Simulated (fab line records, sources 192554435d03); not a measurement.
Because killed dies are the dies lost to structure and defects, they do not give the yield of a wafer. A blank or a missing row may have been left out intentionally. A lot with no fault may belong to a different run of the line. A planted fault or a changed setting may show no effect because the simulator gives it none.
fab line records    flow n5_finfet
record lots=6  wafers=18  last_day=17
route steps=1938 shown PASSIVATION@1923
lots that met no fault: from a run of the same line without faults
start_h: start of the lot's first displayed wafer, in hours after the record's first day    wait_h: hours since the lot's step before    " repeats the value in the row above    L1.1+2: a row that stands for several wafers    - no value, or no start was given    * or withheld: withheld    < > ~ a bound
route shown NAME@n: names a module that has steps shown in the file, with the first one's number in the route    usual: mean and standard deviation over wafers with no fault    same: alike in all rows    chamber/n: place in a boat    sites: per-site readings    _std_site: the values' standard deviation    _edge_site: outer sites' mean less inner sites'    radius_mm: how far each site lies from the wafer's centre    mask NAME#n: copy n    behind: tool/chamber where the wafer was last shaped    hold: the reason the lot was held/the length of the hold in hours/how it ended    device: the n, p or np transistor that did not switch    end of line: the route-end tests of the same wafers    a step without rows: its recipe alone    killed: dies that structure and defects cost at the first sort, which is not the same as the wafer's yield    map: a wafer's dies, x killed, . not, _ none there
set.NAME: the setting the step ran with; set.NAME@STEP: the setting that earlier step ran with    model.NAME: the simulator's own value behind a step, which no gauge read
lots seen at some steps along the route; tables by step, rows by wafer
services: when a tool's chamber went out of use (start_h, in hours from the record's first day, below 0 if earlier), for how many hours, and the reason
## steps
# step N5_PASSIVATION_DEVELOP_43
# recipe develop_time_s=60  rinse_liquid=diw  dry=air_spin  dev_temp_c=21
# step N5_PASSIVATION_HARDBAKE_45
# recipe temp_c=130  time_s=120
# step N5_PASSIVATION_CD_MEAS_44
# recipe target_cd_nm=40000  landing_energy_ev=500  detector=se_inlens
# usual cd_nm=40001/3
lot.wafer  tool       chamber  start_h  wait_h  cd_nm
L550.1     cd_sem-01  0        280.60   -       40006
L550.3     "          0        "        "       40005
L550.6     "          0        "        "       40000
L552.2     cd_sem-02  0        291.94   -       40003
L552.3     "          0        "        "       40001
L552.6     "          0        "        "       40001
L558.2     cd_sem-02  0        307.41   -       40008
L558.4     "          0        "        "       40006
L558.5     "          0        "        "       40006
L569.4     cd_sem-01  0        376.87   -       39995
L569.5     "          0        "        "       40000
L569.6     "          0        "        "       39998
L567.2     cd_sem-03  0        380.40   -       39995
L567.3     "          0        "        "       39994
L567.5     "          0        "        "       39996
L571.2     cd_sem-02  0        408.64   -       40003
L571.4     "          0        "        "       40001
L571.5     "          0        "        "       40002
# step N5_PASSIVATION_OVL_MEAS_66
# recipe points_per_wafer=44
# usual PASS_OPEN_OVL=-3/4.5
# same points_per_wafer=44
lot.wafer  tool        chamber  start_h  wait_h  PASS_OPEN_OVL[nm]
L550.1     overlay-02  0        280.63   0.0     -4
L550.3     "           0        "        "       -3
L550.6     "           0        "        "       -5
L552.2     overlay-01  0        291.97   0.0     4
L552.3     "           0        "        "       -6
L552.6     "           0        "        "       -3
L558.2     overlay-02  0        307.44   0.0     -1
L558.4     "           0        "        "       -4
L558.5     "           0        "        "       -1
L569.4     overlay-01  0        376.90   0.0     -2
L569.5     "           0        "        "       -1
L569.6     "           0        "        "       -1
L567.2     overlay-02  0        380.43   0.0     2
L567.3     "           0        "        "       -5
L567.5     "           0        "        "       1
L571.2     overlay-02  0        408.66   0.0     4
L571.4     "           0        "        "       6
L571.5     "           0        "        "       3
# step N5_PASSIVATION_INSPECT_67
# recipe mode=adi  inspect_instrument=macro
# usual raw_defect_count=2.2/1.5
lot.wafer  tool               chamber  start_h  wait_h  raw_defect_count
L550.1     defect_inspect-02  -        280.66   0.0     5
L550.3     "                  -        "        "       1
L550.6     "                  -        "        "       2
L552.2     defect_inspect-01  -        292.00   0.0     1
L552.3     "                  -        "        "       2
L552.6     "                  -        "        "       3
L558.2     defect_inspect-02  -        307.47   0.0     2
L558.4     "                  -        "        "       3
L558.5     "                  -        "        "       3
L569.4     defect_inspect-02  -        376.92   0.0     4
L569.5     "                  -        "        "       2
L569.6     "                  -        "        "       2
L567.2     defect_inspect-01  -        380.45   0.0     4
L567.3     "                  -        "        "       2
L567.5     "                  -        "        "       3
L571.2     defect_inspect-02  -        408.69   0.0     0
L571.4     "                  -        "        "       2
L571.5     "                  -        "        "       5
# step N5_PASSIVATION_DESCUM_46
# recipe chemistry=O2  time_s=7.9  source_power_w=50  bias_power_w=20  pressure_mtorr=20  rf_frequency_hz=2.712e+07  temp_c=40  o2_flow_sccm=225
# usual bias_power_w=19.99/0.05  drypump_motor_current_A=5.8/0.46  oes_product_au=0.79/0.085  rf_vpp_V=243.4/1.5  showerhead_plenum_p_Torr=2.11/0.082  temp_c=40.01/0.11  throttle_valve_pct=20.37/0.21
lot.wafer  tool         chamber  start_h  wait_h  bias_power_w  drypump_motor_current_A  oes_product_au  rf_hours_counter_h  rf_vpp_V  showerhead_plenum_p_Torr  temp_c  throttle_valve_pct
L550.1     rie_diel-02  0        280.72   0.1     20.00         5.5                      0.90            29                  245.5     2.22                      39.95   20.08
L550.3     "            3        "        "       20.10         5.9                      0.73            166                 241.5     2.00                      39.98   20.27
L550.6     "            3        "        "       20.03         5.9                      0.72            -                   243.4     2.00                      39.87   20.29
L552.2     rie_diel-06  3        292.10   0.1     20.04         6.4                      0.74            174                 242.9     2.08                      40.01   20.72
L552.3     "            0        "        "       20.00         5.7                      0.85            66                  241.1     2.03                      40.00   20.28
L552.6     "            0        "        "       19.98         5.7                      0.85            -                   241.3     2.03                      39.88   20.28
L558.2     rie_diel-02  0        307.57   0.1     19.96         5.5                      0.87            40                  245.4     2.22                      39.76   20.10
L558.4     "            3        "        "       19.97         5.9                      0.72            177                 243.1     2.00                      40.04   20.30
L558.5     "            0        "        "       20.02         5.5                      0.88            -                   246.6     2.22                      39.94   20.11
L569.4     rie_diel-02  2        376.96   0.0     20.02         6.1                      0.73            179                 244.9     2.18                      40.06   20.42
L569.5     "            3        "        "       20.02         5.9                      0.70            -                   241.3     1.99                      40.09   20.35
L569.6     "            2        "        "       20.07         6.1                      0.72            -                   244.7     2.18                      40.13   20.43
L567.2     rie_diel-06  1        380.51   0.1     19.94         5.0                      0.81            86                  242.7     2.01                      40.22   20.27
L567.3     "            0        "        "       19.91         5.7                      0.80            98                  242.2     2.02                      39.94   20.35
L567.5     "            2        "        "       19.96         5.4                      0.67            -                   243.8     2.14                      39.99   20.93
L571.2     rie_diel-06  3        408.72   0.0     19.87         6.4                      0.72            206                 242.7     2.06                      39.91   20.74
L571.4     "            1        "        "       20.02         5.0                      0.80            97                  241.4     2.01                      39.97   20.26
L571.5     "            2        "        "       19.97         5.4                      1.04            -                   243.6     2.14                      40.14   20.53
# step N5_PASSIVATION_PASS_ETCH_47
# recipe chemistry=CF4/O2  target=SiNx  target_depth_a=7700  time_s=385  ion_energy_ev=100  pressure_mtorr=40  source_w=535  bias_w=49  Ar_flow_sccm=100  cf4_flow_sccm=100  O2_flow_sccm=10
# usual O2_flow_sccm=9.99/0.031  cf4_flow_sccm=99.97/0.28  drypump_motor_current_A=5.8/0.46  oes_product_au=0.79/0.081  rf_vpp_V=239.8/2.1  showerhead_plenum_p_Torr=2.22/0.079  throttle_valve_pct=15.83/0.23
lot.wafer  tool         chamber  start_h  wait_h  O2_flow_sccm  cf4_flow_sccm  drypump_motor_current_A  oes_product_au  rf_hours_counter_h  rf_vpp_V  showerhead_plenum_p_Torr  throttle_valve_pct
L550.1     rie_diel-02  0        280.76   0.0     10.00         100.41         5.5                      0.90            29                  240.5     2.33                      15.50
L550.3     "            3        "        "       9.98          100.06         5.9                      0.72            166                 242.0     2.12                      15.79
L550.6     "            3        "        "       9.99          100.26         5.9                      0.73            -                   241.6     2.12                      15.78
L552.2     rie_diel-06  3        292.14   0.0     9.98          100.02         6.4                      0.73            174                 240.0     2.20                      16.22
L552.3     "            0        "        "       9.96          100.10         5.7                      0.84            66                  240.0     2.15                      15.70
L552.6     "            0        "        "       10.02         99.78          5.7                      0.84            -                   240.3     2.15                      15.72
L558.2     rie_diel-02  0        307.61   0.0     9.97          100.28         5.5                      0.87            40                  240.4     2.33                      15.51
L558.4     "            3        "        "       10.03         99.61          5.9                      0.72            177                 241.6     2.11                      15.81
L558.5     "            0        "        "       9.99          99.58          5.5                      0.88            -                   240.0     2.33                      15.50
L569.4     rie_diel-02  2        376.99   0.0     9.95          100.39         6.1                      0.72            179                 240.5     2.28                      15.86
L569.5     "            3        "        "       9.94          99.78          5.9                      0.71            -                   241.9     2.10                      15.85
L569.6     "            2        "        "       9.94          100.51         6.1                      0.73            -                   241.3     2.28                      15.85
L567.2     rie_diel-06  1        380.54   0.0     10.02         99.60          5.0                      0.80            86                  236.6     2.14                      15.77
L567.3     "            0        "        "       10.00         99.74          5.7                      0.81            98                  241.7     2.13                      15.77
L567.5     "            2        "        "       9.98          99.95          5.4                      0.68            -                   238.5     2.25                      16.36
L571.2     rie_diel-06  3        408.76   0.0     10.00         100.07         6.4                      0.71            206                 239.6     2.19                      16.26
L571.4     "            1        "        "       10.03         99.72          5.0                      0.79            97                  236.3     2.14                      15.81
L571.5     "            2        "        "       9.99          99.65          5.4                      1.02            -                   238.8     2.25                      15.86
# step N5_PASSIVATION_ETCH_54
# recipe chemistry=CHF3/O2  target=SiO2  target_depth_a=8800  CHF3_flow_sccm=50  O2_flow_sccm=5  Ar_flow_sccm=200  time_s=440  mask_material=PR  pressure_mtorr=30  source_w=650  bias_w=170  ion_energy_ev=200
# usual O2_flow_sccm=5.000/0.015  drypump_motor_current_A=5.8/0.46  oes_product_au=0.79/0.08  rf_vpp_V=522/4.1  showerhead_plenum_p_Torr=2.43/0.088  throttle_valve_pct=18.77/0.21
lot.wafer  tool         chamber  start_h  wait_h  O2_flow_sccm  drypump_motor_current_A  oes_product_au  rf_hours_counter_h  rf_vpp_V  showerhead_plenum_p_Torr  throttle_valve_pct
L550.1     rie_diel-02  0        280.99   0.1     4.995         5.5                      0.90            29                  524       2.56                      18.49
L550.3     "            3        "        "       5.017         5.8                      0.73            167                 526       2.32                      18.70
L550.6     "            3        "        "       5.013         5.9                      0.73            -                   526       2.32                      18.71
L552.2     rie_diel-06  3        292.36   0.1     5.009         6.4                      0.73            175                 523       2.40                      19.12
L552.3     "            0        "        "       5.005         5.8                      0.84            67                  524       2.34                      18.63
L552.6     "            0        "        "       4.998         5.7                      0.84            -                   523       2.34                      18.62
L558.2     rie_diel-02  0        307.84   0.1     4.997         5.5                      0.88            40                  524       2.55                      18.49
L558.4     "            3        "        "       4.995         5.9                      0.72            177                 526       2.31                      18.73
L558.5     "            0        "        "       4.991         5.5                      0.87            -                   525       2.55                      18.52
L569.4     rie_diel-02  2        377.22   0.1     4.992         6.1                      0.73            179                 523       2.50                      18.78
L569.5     "            3        "        "       5.025         5.9                      0.70            -                   527       2.30                      18.77
L569.6     "            2        "        "       4.996         6.1                      0.72            -                   523       2.50                      18.78
L567.2     rie_diel-06  1        380.77   0.1     5.007         5.0                      0.81            86                  518       2.34                      18.73
L567.3     "            0        "        "       4.997         5.7                      0.80            99                  523       2.33                      18.66
L567.5     "            2        "        "       5.013         5.5                      0.68            -                   520       2.46                      19.28
L571.2     rie_diel-06  3        408.98   0.1     4.996         6.4                      0.71            206                 521       2.39                      19.17
L571.4     "            1        "        "       5.015         5.0                      0.80            97                  517       2.34                      18.75
L571.5     "            2        "        "       4.965         5.4                      1.02            -                   517       2.46                      18.86
# step N5_PASSIVATION_STRIP_48
# recipe chemistry=O2  power_w=600  temp_c=60  pressure_mtorr=30  rf_frequency_hz=6e+07  bias_power_w=0  overash_fraction=0.5  o2_flow_sccm=225
# usual drypump_motor_current_A=5.8/0.46  oes_product_au=0.79/0.085  rf_vpp_V=3.8/2.5  showerhead_plenum_p_Torr=2.11/0.082  temp_c=60.01/0.14  throttle_valve_pct=16.62/0.23
# same bias_power_w=0
lot.wafer  tool         chamber  start_h  wait_h  drypump_motor_current_A  oes_product_au  rf_hours_counter_h  rf_vpp_V  showerhead_plenum_p_Torr  temp_c  throttle_valve_pct
L550.1     rie_diel-02  0        281.28   0.1     5.5                      0.92            30                  6.9       2.22                      60.16   16.30
L550.3     "            3        "        "       5.9                      0.74            167                 1.2       2.00                      60.03   16.59
L550.6     "            3        "        "       5.8                      0.71            -                   4.6       2.00                      60.13   16.57
L552.2     rie_diel-06  3        292.65   0.1     6.4                      0.72            175                 2.5       2.08                      60.23   16.96
L552.3     "            0        "        "       5.7                      0.84            67                  2.2       2.04                      60.18   16.52
L552.6     "            0        "        "       5.8                      0.82            -                   1.9       2.04                      59.85   16.53
L558.2     rie_diel-02  0        308.13   0.1     5.5                      0.89            40                  0.4       2.22                      60.16   16.29
L558.4     "            3        "        "       5.9                      0.69            177                 0         2.00                      59.98   16.55
L558.5     "            0        "        "       5.5                      0.89            -                   2.0       2.22                      59.86   16.32
L569.4     rie_diel-02  2        377.51   0.1     6.1                      0.71            180                 1.5       2.18                      59.85   16.71
L569.5     "            3        "        "       5.8                      0.69            -                   2.2       1.99                      60.01   16.62
L569.6     "            2        "        "       6.1                      0.73            -                   3.5       2.18                      59.97   16.69
L567.2     rie_diel-06  1        381.06   0.1     5.0                      0.80            86                  0         2.02                      60.08   16.57
L567.3     "            0        "        "       5.7                      0.79            99                  8.3       2.03                      59.80   16.57
L567.5     "            2        "        "       5.4                      0.67            -                   3.6       2.14                      59.75   17.13
L571.2     rie_diel-06  3        409.27   0.1     6.4                      0.71            206                 0.3       2.07                      59.92   16.91
L571.4     "            1        "        "       5.0                      0.79            97                  6.3       2.01                      60.20   16.48
L571.5     "            2        "        "       5.4                      0.98            -                   2.6       2.15                      60.19   16.70
# step N5_PASSIVATION_STRIP_52
# recipe chemistry=post_etch_residue_remover  time_s=1200  temp_c=72.5
# step N5_PASSIVATION_CLEAN_71
# recipe chemistry=IPA  time_s=180  temp_c=25
# step N5_PASSIVATION_SRD_72
# recipe dry=ipa_marangoni  time_s=30  temp_c=23  rinse_liquid=diw
# step N5_PASSIVATION_ANNEAL_56
# recipe temp_c=400  time_s=1800  ambient=FGA  idle_temp_c=300  ramp_up_c_per_min=5  ramp_down_c_per_min=3
# usual spike_tc_bottom_C=422.0/2.5  spike_tc_centre_C=401.6/1.7
lot.wafer  tool        chamber  start_h  wait_h  spike_tc_bottom_C  spike_tc_centre_C
L550.1     furnace-02  0        281.77   0.0     423.8              400.6
L550.3     "           0        "        "       425.0              400.4
L550.6     "           0        "        "       424.6              401.2
L552.2     furnace-02  -        293.15   0.0     -                  -
L552.3     "           -        "        "       -                  -
L552.6     "           -        "        "       -                  -
L558.2     furnace-01  -        308.62   0.0     -                  -
L558.4     "           -        "        "       -                  -
L558.5     "           -        "        "       -                  -
L569.4     furnace-01  0        378.04   0.0     419.0              400.6
L569.5     "           0        "        "       418.7              400.6
L569.6     "           0        "        "       418.6              402.4
L567.2     furnace-01  0        382.04   0.0     419.8              401.4
L567.3     "           0        "        "       419.7              401.8
L567.5     "           0        "        "       419.4              403.1
L571.2     furnace-03  0        409.77   0.0     422.8              405.2
L571.4     "           0        "        "       421.8              404.2
L571.5     "           0        "        "       422.1              404.7
## services
tool         chamber  start_h  hours  kind
rie_diel-06  1        266.28   23.2   repair
rie_diel-02  1        277.02   -      clean
rie_diel-02  1        277.02   -      consumable_replace:focus_ring
rie_diel-02  1        277.02   15.9   scheduled_down
rie_diel-02  1        277.02   15.9   vent_cycle
furnace-01   -        347.80   8.2    repair
rie_diel-06  3        353.66   29.7   repair
rie_diel-06  1        363.58   4.0    repair
rie_diel-06  2        383.59   -      clean
rie_diel-06  2        383.59   -      consumable_replace:esc
rie_diel-06  2        383.59   -      consumable_replace:focus_ring
rie_diel-06  2        383.59   24.2   scheduled_down
rie_diel-06  2        383.59   24.2   vent_cycle
## key
first_sign step=N5_PASSIVATION_ANNEAL_56  reading=tool_record  direction=missing
effect none on later readings
met_at N5_PASSIVATION_ANNEAL_56
struck_wafers L552.2,L552.3,L552.6,L558.2,L558.4,L558.5
onset_between 281.77 293.15
fault kind=skipped_step_whole  tool=furnace-01,furnace-02  chamber=-  onset_h=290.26  steps=N5_PASSIVATION_ANNEAL_56  scope=struck_lots_only
